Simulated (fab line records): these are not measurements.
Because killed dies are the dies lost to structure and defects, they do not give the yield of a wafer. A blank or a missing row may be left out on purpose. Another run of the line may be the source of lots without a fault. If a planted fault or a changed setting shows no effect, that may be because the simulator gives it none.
Chamber matching / flow n5-finfet / N5_FIN_SAQP_SPACER2_ALD_28 on ald-sin-02 has 4 sister chambers
The step deposits SiO2, target thk 8.1 nm, pulse time 1 s, purge time 2 s. 4 wafers are shown with their chamber, then 9 later ones without.

== WAFERS PAIRED WITH THEIR CHAMBERS ==
wafer=L084.1; chamber=3; heater-power-w (W)=449
wafer=L086.1; chamber=2; heater-power-w (W)=463
wafer=L086.3; chamber=1; heater-power-w (W)=462
wafer=L086.4; chamber=0; heater-power-w (W)=384

== WAFERS WHOSE CHAMBER IS MISSING ==
wafer=L089.2; heater-power-w (W)=464
wafer=L089.3; heater-power-w (W)=474
wafer=L089.6; heater-power-w (W)=444
wafer=L093.1; heater-power-w (W)=462
wafer=L093.3; heater-power-w (W)=399
wafer=L093.5; heater-power-w (W)=381
wafer=L097.2; heater-power-w (W)=449
wafer=L097.3; heater-power-w (W)=462
wafer=L097.6; heater-power-w (W)=461

== WHICH CHAMBER EACH WENT THROUGH ==
wafer=L089.2; from the rows above=can't be placed: 2 or 1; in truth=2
wafer=L089.3; from the rows above=can't be placed: 2 or 1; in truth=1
wafer=L089.6; from the rows above=can't be placed: 3 or 1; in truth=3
wafer=L093.1; from the rows above=can't be placed: 1 or 2 or 3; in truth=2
wafer=L093.3; from the rows above=0; in truth=0
wafer=L093.5; from the rows above=0; in truth=0
wafer=L097.2; from the rows above=can't be placed: 3 or 1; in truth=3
wafer=L097.3; from the rows above=can't be placed: 1 or 2 or 3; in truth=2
wafer=L097.6; from the rows above=can't be placed: 1 or 2 or 3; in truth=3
Correct placement for 2 of the 9. Cannot be placed on the basis of these rows: 7; the candidates contain the true chamber in 7. Wrongly placed: 0.
How it was worked out, from the rows above alone: a wafer's distance from a chamber is the root of the sum, over the readings, of the square of ((its reading less the chamber's mean) divided by the reading's scatter). If the next closest chamber is less than 2 further off than the closest, the wafer can't be placed; otherwise it belongs to the closest. The mean given for a chamber averages the wafers shown for that chamber. The scatter: with one shown wafer a chamber, the root of the mean of the squares of how far each hidden wafer lies from its nearest shown one.
